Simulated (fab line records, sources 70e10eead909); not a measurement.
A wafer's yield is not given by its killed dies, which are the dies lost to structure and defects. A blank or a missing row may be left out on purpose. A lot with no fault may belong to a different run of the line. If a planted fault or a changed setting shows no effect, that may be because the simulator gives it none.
fab line records	flow nandHarc	part 1 of 2: steps 1 to 21 of 33
record lots=5	wafers=15	lastDay=32
route steps=1302 shown A_CONTACT@1003
lots that met no fault: taken from a fault-free run of the same line
startH: the number of hours between the record's first day and the start of the first shown wafer of the lot	waitH: time in hours since the lot's previous step	" the same as in the row above	L1.1+2: a row that stands for several wafers	- value missing, or start not given	* or withheld: withheld	< > ~ a bound
route shown NAME@n: names a module that has steps shown in the file, with the first one's number in the route	usual: mean/standard deviation taken from wafers without a fault	same: alike in all rows	chamber/n: place in a boat	sites: each site's reading	_std_site: their standard deviation	_edge_site: mean of outer sites minus mean of inner sites	radiusMm: for every site, how far away it sits from the centre of the wafer	mask NAME#n: copy n	behind: the most recent tool/chamber to have shaped the wafer	hold: reason for holding the lot/hours on hold/outcome of the hold	device: the n, p or np transistor that did not switch	end of line: the tests these same wafers got at the end of their route	step lacking rows: just its recipe	killed: dies lost to structure and defects at the first sort, not the wafer's yield	map: the dies of a wafer, with x for killed, . for not killed, _ for no die there
set.NAME: the setting as run; set.NAME@STEP: as run at that earlier step	model.NAME: the simulator's own value behind a step, which no gauge read
lots seen at some steps along the route; tables by step, rows by wafer
services: the hour from which a tool's chamber was out of use, counted from the record's first day as startH (under 0 if before that day), plus the number of hours and why
## steps
# step NHARC_A_CONTACT_ETCH_50
# recipe targetDepthA=1210	timeS=60.5	cf4FlowSccm=100	chf3FlowSccm=30	arFlowSccm=0	rfW=500	biasW=200	chemistry=CF4/CHF3
# usual drypumpMotorCurrentA=5.6/0.41	oesProductAu=0.954/0.023	rfVppV=370.4/2.7	showerheadPlenumPTorr=1.57/0.078	throttleValvePct=16.803/0.009
lot.wafer	tool	chamber	startH	waitH	drypumpMotorCurrentA	oesProductAu	rfHoursCounterH	rfVppV	showerheadPlenumPTorr	throttleValvePct
L075.3	rieDiel-01	0	-	-	6.0	0.932	31	366.4	1.49	16.796
L075.2	"	2	"	"	6.4	0.911	30	366.0	1.48	16.797
L075.6	"	0	"	"	6.0	0.936	-	367.0	1.49	16.803
L076.2	rieDiel-05	3	-	-	5.2	0.926	34	374.0	1.68	16.796
L076.4	"	0	"	"	5.0	0.938	36	371.2	1.59	16.817
L076.6	"	2	"	"	5.9	0.925	-	372.0	1.60	16.798
L079.2	rieDiel-11	2	-	-	5.8	0.961	15	367.7	1.49	16.789
L079.6	"	0	"	"	5.4	0.969	-	375.4	1.66	16.799
L079.4	"	1	"	"	6.1	0.966	-	367.1	1.47	16.793
L088.4	rieDiel-01	3	-	-	5.8	0.921	29	370.2	1.57	16.797
L088.5	"	1	"	"	5.2	0.914	-	369.1	1.52	16.799
L088.6	"	2	"	"	6.4	0.915	-	367.3	1.47	16.812
L095.2	rieDiel-11	2	-	-	5.8	0.974	13	367.5	1.48	16.794
L095.1	"	0	"	"	5.4	0.970	11	372.3	1.66	16.805
L095.6	"	2	"	"	5.8	0.964	-	367.9	1.48	16.799
# step NHARC_A_CONTACT_ETCH_51
# recipe targetDepthA=70000	overEtchFrac=0.3	timeS=1820	ionEnergyEv=150	o2FlowSccm=400	cosFlowSccm=20	arFlowSccm=0	rfW=500	biasW=300	chemistry=O2/COS
# usual drypumpMotorCurrentA=5.6/0.42	o2FlowSccm=400.0/1.2	oesProductAu=1.001/0.011	rfVppV=313.9/2.5	showerheadPlenumPTorr=3.11/0.16	throttleValvePct=28.330/0.0082
lot.wafer	tool	chamber	startH	waitH	drypumpMotorCurrentA	o2FlowSccm	oesProductAu	rfHoursCounterH	rfVppV	showerheadPlenumPTorr	throttleValvePct
L075.2	rieDiel-01	2	-	-	6.4	400.4	0.991	31	311.5	2.95	28.324
L075.3	"	3	"	"	5.8	399.9	0.992	16	315.6	3.15	28.320
L075.6	"	0	"	"	6.0	404.0	1.021	-	312.0	2.95	28.335
L076.4	rieDiel-05	1	-	-	5.8	402.5	0.999	38	317.3	3.29	28.331
L076.2	"	3	"	"	5.2	401.2	1.002	34	316.0	3.33	28.321
L076.6	"	0	"	"	5.0	401.4	1.009	-	315.6	3.15	28.325
L079.2	rieDiel-11	0	-	-	5.4	398.9	0.994	14	316.8	3.30	28.336
L079.6	"	1	"	"	6.1	399.0	1.003	-	311.6	2.92	28.336
L079.4	"	2	"	"	5.9	398.9	0.996	-	311.8	2.95	28.335
L088.4	rieDiel-01	2	-	-	6.4	399.9	0.992	28	309.7	2.92	28.330
L088.6	"	3	"	"	5.8	398.4	1.007	-	314.6	3.12	28.325
L088.5	"	0	"	"	6.0	400.2	1.008	-	312.3	2.93	28.331
L095.2	rieDiel-11	2	-	-	5.8	399.2	1.010	14	312.0	2.94	28.325
L095.1	"	0	"	"	5.4	398.3	1.007	11	316.9	3.28	28.322
L095.6	"	3	"	"	5.0	399.2	0.998	-	316.4	3.23	28.324
# step NHARC_A_CONTACT_ETCH_111
# recipe sourceW=withheld	pressureMtorr=20	biasV=withheld	timeS=140	targetDepthA=7000	arFlowSccm=withheld	c4f8FlowSccm=withheld	o2FlowSccm=withheld	chemistry=C4F8/O2/Ar
lot.wafer	tool	chamber	startH	waitH	rfHoursCounterH
L075.2	harCapEtch-02	1	503.90	-	83
L075.3	"	0	"	"	-
L075.6	"	1	"	"	-
L076.2	harCapEtch-03	0	518.77	-	44
L076.4	"	1	"	"	-
L076.6	"	1	"	"	-
L079.2	harCapEtch-01	1	554.61	-	6
L079.4	"	1	"	"	-
L079.6	"	1	"	"	-
L088.4	harCapEtch-03	1	645.71	-	-
L088.6	"	1	"	"	-
L088.5	"	0	"	"	-
L095.2	harCapEtch-02	0	691.19	-	119
L095.1	"	1	"	"	119
L095.6	"	0	"	"	-
# step NHARC_A_CONTACT_ETCH_112
# recipe sourceW=withheld	pressureMtorr=20	biasV=3000	timeS=190	targetDepthA=18500	arFlowSccm=withheld	c4f8FlowSccm=withheld	o2FlowSccm=withheld	chemistry=C4F8/O2/Ar
lot.wafer	tool	chamber	startH	waitH	rfHoursCounterH
L075.2	harCapEtch-02	1	504.09	0.2	83
L075.3	"	0	"	"	-
L075.6	"	1	"	"	-
L076.2	harCapEtch-03	0	518.97	0.2	44
L076.4	"	1	"	"	-
L076.6	"	1	"	"	-
L079.2	harCapEtch-01	1	554.87	0.2	6
L079.4	"	1	"	"	-
L079.6	"	1	"	"	-
L088.4	harCapEtch-03	1	645.97	0.2	-
L088.6	"	1	"	"	-
L088.5	"	0	"	"	-
L095.2	harCapEtch-02	0	691.40	0.2	120
L095.1	"	1	"	"	120
L095.6	"	0	"	"	-
# step NHARC_A_CONTACT_ETCH_113
# recipe sourceW=withheld	pressureMtorr=20	biasV=3000	timeS=190	targetDepthA=18500	arFlowSccm=withheld	c4f8FlowSccm=withheld	o2FlowSccm=withheld	chemistry=C4F8/O2/Ar
lot.wafer	tool	chamber	startH	waitH	rfHoursCounterH
L075.2	harCapEtch-02	1	504.26	0.1	83
L075.3	"	0	"	"	-
L075.6	"	1	"	"	-
L076.2	harCapEtch-03	0	519.14	0.1	44
L076.4	"	1	"	"	-
L076.6	"	1	"	"	-
L079.2	harCapEtch-01	1	555.10	0.2	7
L079.4	"	1	"	"	-
L079.6	"	1	"	"	-
L088.4	harCapEtch-03	1	646.20	0.2	-
L088.6	"	1	"	"	-
L088.5	"	0	"	"	-
L095.2	harCapEtch-02	0	691.57	0.1	120
L095.1	"	1	"	"	120
L095.6	"	0	"	"	-
# step NHARC_A_CONTACT_ETCH_114
# recipe sourceW=withheld	pressureMtorr=20	biasV=3000	timeS=190	targetDepthA=18500	arFlowSccm=withheld	c4f8FlowSccm=withheld	o2FlowSccm=withheld	chemistry=C4F8/O2/Ar
lot.wafer	tool	chamber	startH	waitH	rfHoursCounterH
L075.2	harCapEtch-02	1	504.43	0.1	83
L075.3	"	0	"	"	-
L075.6	"	1	"	"	-
L076.2	harCapEtch-03	0	519.31	0.1	44
L076.4	"	1	"	"	-
L076.6	"	1	"	"	-
L079.2	harCapEtch-01	1	555.33	0.2	7
L079.4	"	1	"	"	-
L079.6	"	1	"	"	-
L088.4	harCapEtch-03	1	646.43	0.2	-
L088.6	"	1	"	"	-
L088.5	"	0	"	"	-
L095.2	harCapEtch-02	0	691.74	0.1	120
L095.1	"	1	"	"	120
L095.6	"	0	"	"	-
# step NHARC_A_CONTACT_ETCH_115
# recipe sourceW=withheld	pressureMtorr=20	biasV=3000	timeS=190	targetDepthA=18500	arFlowSccm=withheld	c4f8FlowSccm=withheld	o2FlowSccm=withheld	chemistry=C4F8/O2/Ar
lot.wafer	tool	chamber	startH	waitH	rfHoursCounterH
L075.2	harCapEtch-02	1	504.60	0.1	83
L075.3	"	0	"	"	-
L075.6	"	1	"	"	-
L076.2	harCapEtch-03	0	519.48	0.1	44
L076.4	"	1	"	"	-
L076.6	"	1	"	"	-
L079.2	harCapEtch-01	1	555.56	0.2	7
L079.4	"	1	"	"	-
L079.6	"	1	"	"	-
L088.4	harCapEtch-03	1	646.65	0.2	-
L088.6	"	1	"	"	-
L088.5	"	0	"	"	-
L095.2	harCapEtch-02	0	691.91	0.1	120
L095.1	"	1	"	"	120
L095.6	"	0	"	"	-
# step NHARC_A_CONTACT_ETCH_116
# recipe sourceW=withheld	pressureMtorr=20	biasV=3000	timeS=190	targetDepthA=18500	arFlowSccm=withheld	c4f8FlowSccm=withheld	o2FlowSccm=withheld	chemistry=C4F8/O2/Ar
lot.wafer	tool	chamber	startH	waitH	rfHoursCounterH
L075.2	harCapEtch-02	1	504.78	0.1	83
L075.3	"	0	"	"	-
L075.6	"	1	"	"	-
L076.2	harCapEtch-03	0	519.65	0.1	45
L076.4	"	1	"	"	-
L076.6	"	1	"	"	-
L079.2	harCapEtch-01	1	555.79	0.2	7
L079.4	"	1	"	"	-
L079.6	"	1	"	"	-
L088.4	harCapEtch-03	1	646.88	0.2	-
L088.6	"	1	"	"	-
L088.5	"	0	"	"	-
L095.2	harCapEtch-02	0	692.08	0.1	120
L095.1	"	1	"	"	120
L095.6	"	0	"	"	-
# step NHARC_A_CONTACT_ETCH_117
# recipe sourceW=withheld	pressureMtorr=20	biasV=3000	timeS=190	targetDepthA=18500	arFlowSccm=withheld	c4f8FlowSccm=withheld	o2FlowSccm=withheld	chemistry=C4F8/O2/Ar
lot.wafer	tool	chamber	startH	waitH	rfHoursCounterH
L075.2	harCapEtch-02	1	504.95	0.1	84
L075.3	"	0	"	"	-
L075.6	"	1	"	"	-
L076.2	harCapEtch-03	0	519.82	0.1	45
L076.4	"	1	"	"	-
L076.6	"	1	"	"	-
L079.2	harCapEtch-01	1	556.01	0.2	7
L079.4	"	1	"	"	-
L079.6	"	1	"	"	-
L088.4	harCapEtch-03	1	647.11	0.2	-
L088.6	"	1	"	"	-
L088.5	"	0	"	"	-
L095.2	harCapEtch-02	0	692.25	0.1	120
L095.1	"	1	"	"	120
L095.6	"	0	"	"	-
# step NHARC_A_CONTACT_ETCH_118
# recipe sourceW=withheld	pressureMtorr=20	biasV=3000	timeS=190	targetDepthA=18500	arFlowSccm=withheld	c4f8FlowSccm=withheld	o2FlowSccm=withheld	chemistry=C4F8/O2/Ar
lot.wafer	tool	chamber	startH	waitH	rfHoursCounterH
L075.2	harCapEtch-02	1	505.12	0.1	84
L075.3	"	0	"	"	-
L075.6	"	1	"	"	-
L076.2	harCapEtch-03	0	519.99	0.1	45
L076.4	"	1	"	"	-
L076.6	"	1	"	"	-
L079.2	harCapEtch-01	1	556.24	0.2	7
L079.4	"	1	"	"	-
L079.6	"	1	"	"	-
L088.4	harCapEtch-03	1	647.34	0.2	-
L088.6	"	1	"	"	-
L088.5	"	0	"	"	-
L095.2	harCapEtch-02	0	692.42	0.1	121
L095.1	"	1	"	"	121
L095.6	"	0	"	"	-
# step NHARC_A_CONTACT_ETCH_119
# recipe sourceW=withheld	pressureMtorr=20	biasV=3000	timeS=190	targetDepthA=18500	arFlowSccm=withheld	c4f8FlowSccm=withheld	o2FlowSccm=withheld	chemistry=C4F8/O2/Ar
lot.wafer	tool	chamber	startH	waitH	rfHoursCounterH
L075.2	harCapEtch-02	1	505.29	0.1	84
L075.3	"	0	"	"	-
L075.6	"	1	"	"	-
L076.2	harCapEtch-03	0	520.17	0.1	45
L076.4	"	1	"	"	-
L076.6	"	1	"	"	-
L079.2	harCapEtch-01	1	556.47	0.2	7
L079.4	"	1	"	"	-
L079.6	"	1	"	"	-
L088.4	harCapEtch-03	1	647.57	0.2	-
L088.6	"	1	"	"	-
L088.5	"	0	"	"	-
L095.2	harCapEtch-02	0	692.60	0.1	121
L095.1	"	1	"	"	121
L095.6	"	0	"	"	-
# step NHARC_A_CONTACT_ETCH_120
# recipe sourceW=withheld	pressureMtorr=20	biasV=3000	timeS=190	targetDepthA=18500	arFlowSccm=withheld	c4f8FlowSccm=withheld	o2FlowSccm=withheld	chemistry=C4F8/O2/Ar
lot.wafer	tool	chamber	startH	waitH	rfHoursCounterH
L075.2	harCapEtch-02	1	505.46	0.1	84
L075.3	"	0	"	"	-
L075.6	"	1	"	"	-
L076.2	harCapEtch-03	0	520.34	0.1	45
L076.4	"	1	"	"	-
L076.6	"	1	"	"	-
L079.2	harCapEtch-01	1	556.69	0.2	8
L079.4	"	1	"	"	-
L079.6	"	1	"	"	-
L088.4	harCapEtch-03	1	647.79	0.2	-
L088.6	"	1	"	"	-
L088.5	"	0	"	"	-
L095.2	harCapEtch-02	0	692.77	0.1	121
L095.1	"	1	"	"	121
L095.6	"	0	"	"	-
# step NHARC_A_CONTACT_ETCH_121
# recipe sourceW=withheld	pressureMtorr=20	biasV=3000	timeS=190	targetDepthA=18500	arFlowSccm=withheld	c4f8FlowSccm=withheld	o2FlowSccm=withheld	chemistry=C4F8/O2/Ar
lot.wafer	tool	chamber	startH	waitH	rfHoursCounterH
L075.2	harCapEtch-02	1	505.64	0.1	84
L075.3	"	0	"	"	-
L075.6	"	1	"	"	-
L076.2	harCapEtch-03	0	520.51	0.1	45
L076.4	"	1	"	"	-
L076.6	"	1	"	"	-
L079.2	harCapEtch-01	1	556.87	0.1	8
L079.4	"	1	"	"	-
L079.6	"	1	"	"	-
L088.4	harCapEtch-03	1	648.02	0.2	-
L088.6	"	1	"	"	-
L088.5	"	0	"	"	-
L095.2	harCapEtch-02	0	692.94	0.1	121
L095.1	"	1	"	"	121
L095.6	"	0	"	"	-
# step NHARC_A_CONTACT_ETCH_122
# recipe sourceW=withheld	pressureMtorr=20	biasV=3000	timeS=190	targetDepthA=18500	arFlowSccm=withheld	c4f8FlowSccm=withheld	o2FlowSccm=withheld	chemistry=C4F8/O2/Ar
lot.wafer	tool	chamber	startH	waitH	rfHoursCounterH
L075.2	harCapEtch-02	1	505.81	0.1	84
L075.3	"	0	"	"	-
L075.6	"	1	"	"	-
L076.2	harCapEtch-03	0	520.68	0.1	46
L076.4	"	1	"	"	-
L076.6	"	1	"	"	-
L079.2	harCapEtch-01	1	557.04	0.1	8
L079.4	"	1	"	"	-
L079.6	"	1	"	"	-
L088.4	harCapEtch-03	1	648.25	0.2	-
L088.6	"	1	"	"	-
L088.5	"	0	"	"	-
L095.2	harCapEtch-02	0	693.11	0.1	121
L095.1	"	1	"	"	121
L095.6	"	0	"	"	-
# step NHARC_A_CONTACT_ETCH_123
# recipe sourceW=withheld	pressureMtorr=20	biasV=400	timeS=490	targetDepthA=21100	arFlowSccm=withheld	c4f8FlowSccm=11.5	o2FlowSccm=7.2	chemistry=C4F8/O2/Ar
lot.wafer	tool	chamber	startH	waitH	rfHoursCounterH
L075.2	harCapEtch-02	1	505.98	0.1	85
L075.3	"	0	"	"	-
L075.6	"	1	"	"	-
L076.2	harCapEtch-03	0	520.85	0.1	46
L076.4	"	1	"	"	-
L076.6	"	1	"	"	-
L079.2	harCapEtch-01	1	557.21	0.1	8
L079.4	"	1	"	"	-
L079.6	"	1	"	"	-
L088.4	harCapEtch-03	1	648.63	0.3	-
L088.6	"	1	"	"	-
L088.5	"	0	"	"	-
L095.2	harCapEtch-02	0	693.29	0.1	121
L095.1	"	1	"	"	121
L095.6	"	0	"	"	-
# step NHARC_A_CONTACT_ETCH_90
# recipe targetDepthA=400	overEtchFrac=0.5	timeS=85.7	ionEnergyEv=120	ch3fFlowSccm=50	o2FlowSccm=30	arFlowSccm=200	rfW=500	biasW=100	chemistry=CH3F/O2
# usual ch3fFlowSccm=49.98/0.14	drypumpMotorCurrentA=5.6/0.41	o2FlowSccm=30.01/0.091	oesProductAu=0.95/0.034	rfVppV=244.1/1.9	showerheadPlenumPTorr=2.44/0.12	throttleValvePct=20.663/0.01
lot.wafer	tool	chamber	startH	waitH	ch3fFlowSccm	drypumpMotorCurrentA	o2FlowSccm	oesProductAu	rfHoursCounterH	rfVppV	showerheadPlenumPTorr	throttleValvePct
L075.3	rieDiel-11	0	506.97	0.6	50.17	5.4	29.98	1.01	7	246.2	2.60	20.639
L075.2	"	2	"	"	50.01	5.8	30.11	1.00	7	242.4	2.33	20.656
L075.6	"	3	"	"	49.90	5.1	30.08	1.02	-	245.7	2.56	20.662
L076.4	rieDiel-11	3	521.82	0.6	50.00	5.1	29.97	1.01	11	246.2	2.56	20.670
L076.2	"	0	"	"	49.86	5.4	30.09	0.99	9	246.0	2.60	20.654
L076.6	"	3	"	"	50.07	5.0	29.93	1.00	-	246.5	2.56	20.652
L079.2	rieDiel-11	1	558.22	0.9	49.95	6.0	30.10	0.93	15	242.0	2.30	20.667
L079.4	"	2	"	"	49.93	5.8	30.00	0.92	-	241.9	2.32	20.674
L079.6	"	1	"	"	50.09	6.0	29.99	0.94	-	241.8	2.30	20.660
L088.4	rieDiel-01	1	649.59	0.8	50.26	5.2	30.00	0.91	28	244.1	2.38	20.675
L088.5	"	2	"	"	49.99	6.4	29.94	0.90	-	242.4	2.30	20.667
L088.6	"	3	"	"	50.10	5.8	30.01	0.92	-	244.3	2.46	20.656
L095.2	rieDiel-01	0	694.29	0.9	49.91	6.0	30.11	0.93	44	242.1	2.29	20.653
L095.1	"	1	"	"	50.03	5.2	29.95	0.93	43	244.2	2.37	20.669
L095.6	"	2	"	"	49.94	6.4	29.95	0.91	-	241.9	2.29	20.655
# step NHARC_A_CONTACT_ETCH_96
# recipe targetDepthA=200	overEtchFrac=0.5	timeS=10	ionEnergyEv=250	c4f6FlowSccm=25	o2FlowSccm=20	arFlowSccm=500	rfW=600	biasW=500	chemistry=C4F6/O2
# usual c4f6FlowSccm=25.00/0.072	drypumpMotorCurrentA=5.6/0.4	o2FlowSccm=20.00/0.059	oesProductAu=0.963/0.025	rfVppV=546/4	showerheadPlenumPTorr=3.89/0.19	throttleValvePct=26.904/0.0094
lot.wafer	tool	chamber	startH	waitH	c4f6FlowSccm	drypumpMotorCurrentA	o2FlowSccm	oesProductAu	rfHoursCounterH	rfVppV	showerheadPlenumPTorr	throttleValvePct
L075.3	rieDiel-11	1	-	-	24.88	6.1	20.08	1.008	7	542	3.68	26.913
L075.2	"	0	"	"	25.09	5.4	20.01	0.993	7	551	4.14	26.883
L075.6	"	2	"	"	25.11	5.8	20.02	1.002	-	542	3.72	26.906
L076.2	rieDiel-11	1	-	-	25.08	6.1	20.00	0.998	9	542	3.68	26.910
L076.4	"	2	"	"	25.02	5.8	19.98	0.994	10	542	3.72	26.902
L076.6	"	2	"	"	25.04	5.8	20.02	1.000	-	542	3.72	26.906
L079.2	rieDiel-11	1	558.35	0.1	25.03	6.1	20.04	0.956	15	541	3.68	26.906
L079.6	"	1	"	"	25.12	6.1	20.00	0.946	-	541	3.68	26.902
L079.4	"	0	"	"	25.01	5.4	20.02	0.960	-	552	4.13	26.893
L088.4	rieDiel-01	0	-	-	25.09	6.0	19.99	0.944	30	542	3.68	26.897
L088.6	"	0	"	"	25.05	6.0	19.94	0.947	-	542	3.69	26.907
L088.5	"	1	"	"	25.03	5.2	19.94	0.933	-	544	3.80	26.901
L095.1	rieDiel-01	3	-	-	24.95	5.8	19.82	0.953	50	547	3.91	26.894
L095.2	"	0	"	"	24.93	6.0	19.93	0.935	44	542	3.68	26.891
L095.6	"	2	"	"	25.06	6.4	19.94	0.936	-	541	3.67	26.925
# step NHARC_A_CONTACT_CD_MEAS_53
# usual cdNm=289.6/0.76
lot.wafer	tool	chamber	startH	waitH	cdNm
L075.2	cdSem-03	-	507.18	-	290.3
L075.3	"	-	"	"	290.4
L075.6	"	-	"	"	290.2
L076.2	cdSem-02	-	522.04	-	289.8
L076.4	"	-	"	"	289.5
L076.6	"	-	"	"	289.3
L079.2	cdSem-01	-	558.43	-	287.4
L079.4	"	-	"	"	287.6
L079.6	"	-	"	"	287.7
L088.4	cdSem-02	-	649.77	-	289.0
L088.5	"	-	"	"	289.9
L088.6	"	-	"	"	289.7
L095.1	cdSem-01	-	694.48	-	290.1
L095.2	"	-	"	"	290.1
L095.6	"	-	"	"	290.5
# step NHARC_A_CONTACT_STRIP_99
# recipe n2FlowSccm=150	h2FlowSccm=150	arFlowSccm=0	biasW=0	chemistry=N2/H2
lot.wafer	tool	chamber	startH	waitH
L075.3+2+6	rieDiel-01	1,0,1	507.25	0.1
L076.4+2+6	rieDiel-11	3,0,3	522.12	0.1
L079.4+2+6	rieDiel-05	0,1,2	558.54	0.1
L088.4+6+5	rieDiel-01	1,0,1	649.85	0.1
L095.2+1+6	rieDiel-01	0,3,0	694.62	0.1
# step NHARC_A_CONTACT_STRIP_100
# recipe cf4FlowSccm=100	chf3FlowSccm=30	arFlowSccm=0	biasW=0	chemistry=CF4/CHF3
lot.wafer	tool	chamber	startH	waitH
L075.2+3+6	rieDiel-01	0,1,2	507.35	0.1
L076.4+2+6	rieDiel-11	2,0,3	522.26	0.1
L079.4+2+6	rieDiel-05	3,0,3	558.61	0.1
L088.4+5+6	rieDiel-01	1,1,2	649.94	0.1
L095.1+2+6	rieDiel-01	1,3,1	694.78	0.1
# step NHARC_A_CONTACT_STRIP_101
# recipe o2FlowSccm=400	cosFlowSccm=20	arFlowSccm=0	biasW=0	chemistry=O2/COS
lot.wafer	tool	chamber	startH	waitH
L075.3+2+6	rieDiel-01	3,0,3	507.41	0.1
L076.4+2+6	rieDiel-11	3,2,0	522.33	0.1
L079.2+4+6	rieDiel-05	3,0,0	558.67	0.1
L088.4+5+6	rieDiel-01	3,3,0	650.00	0.1
L095.1+2+6	rieDiel-01	0,2,0	694.91	0.1
